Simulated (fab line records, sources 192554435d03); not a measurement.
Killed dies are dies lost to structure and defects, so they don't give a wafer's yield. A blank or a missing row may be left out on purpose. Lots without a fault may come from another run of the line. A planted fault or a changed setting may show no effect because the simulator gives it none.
Split-lot experiment | flow n5_finfet | 7 lots, 21 wafers read, on a route of 1938 steps

THE SPLIT
At N5_ZERO_LAYER_DEVELOP_10 (develop time 60 s), the setting develop_time_s was moved away from the recipe's 60 s on 6 of the 21 wafers read, by -19.8% to +14.9%. The other wafers ran this setting at the recipe's value.

FROM THE SPLIT TO THE READING: what the file shows between them, 1 step
- N5_ZERO_LAYER_HARDBAKE_23: time 120 s

THE READING
cd_nm, in nm, at N5_ZERO_LAYER_CD_MEAS_11 (target cd 2000 nm). Fault-free wafers of this fab line usually give 2000.1 nm, standard deviation 1.7 nm.

wafer  | tool, chamber at the split | develop_time_s as run, s | against the recipe | cd_nm, nm | against lot-mates on the recipe
L077.2 | litho_track-04, 0          | 60                       | recipe             | 2000.3    | -
L077.3 | litho_track-04, 0          | 60                       | recipe             | 2001.4    | -
L077.5 | litho_track-04, 0          | 48.41                    | -19.3%             | 1996.6    | -4.2
L079.2 | litho_track-03, 0          | 60                       | recipe             | 2001.2    | -
L079.4 | litho_track-03, 0          | 60                       | recipe             | 2000.6    | -
L079.6 | litho_track-03, 0          | 60                       | recipe             | 1999.7    | -
L081.4 | litho_track-02, 0          | 68.97                    | +14.9%             | 2002.6    | +3.1
L081.5 | litho_track-02, 0          | 60                       | recipe             | 1999.0    | -
L081.6 | litho_track-02, 0          | 60                       | recipe             | 2000.0    | -
L083.2 | litho_track-02, 0          | 60                       | recipe             | 1999.7    | -
L083.3 | litho_track-02, 0          | 60                       | recipe             | 2001.1    | -
L083.5 | litho_track-02, 0          | 60                       | recipe             | 2000.9    | -
L084.1 | litho_track-02, 0          | 60                       | recipe             | 1999.4    | -
L084.4 | litho_track-02, 0          | 48.15                    | -19.8%             | 1997.2    | -2.2
L084.6 | litho_track-02, 0          | 48.15                    | -19.8%             | 1996.9    | -2.5
L090.3 | litho_track-03, 0          | 60                       | recipe             | 1999.3    | -
L090.4 | litho_track-03, 0          | 67.59                    | +12.7%             | 2001.7    | +2.0
L090.5 | litho_track-03, 0          | 60                       | recipe             | 2000.2    | -
L092.1 | litho_track-03, 0          | 60                       | recipe             | 1999.9    | -
L092.2 | litho_track-03, 0          | 55.78                    | -7.0%              | 1997.2    | -2.1
L092.4 | litho_track-03, 0          | 60                       | recipe             | 1998.8    | -

THE FIT
A straight line over all 21 wafers: cd_nm changes by +0.165 nm for each +1% of develop_time_s; r = +0.88; the points scatter about the line by 0.81 nm.
The same after taking each lot's own level away (the mean of its wafers on the recipe; 21 wafers): +0.165 nm for each +1%; r = +0.91; scatter 0.67 nm.
On that fit, the largest move of develop_time_s shifts the reading by 3.3 nm.
The lots' own levels span 1999.35 to 2000.85 nm, that is 0.9 times the standard deviation above.
So the lot-to-lot level changes the slope little: the two slopes agree.
Check: with one of the wafers moved furthest among these (-19.8%) left out of the fit, the line predicts -3.61 nm for it against its lot-mates. It came out at -2.2 nm against them.

THE FILE'S OWN FIT
cd_nm changes by +0.18 nm for each +1% of develop_time_s, r = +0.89.
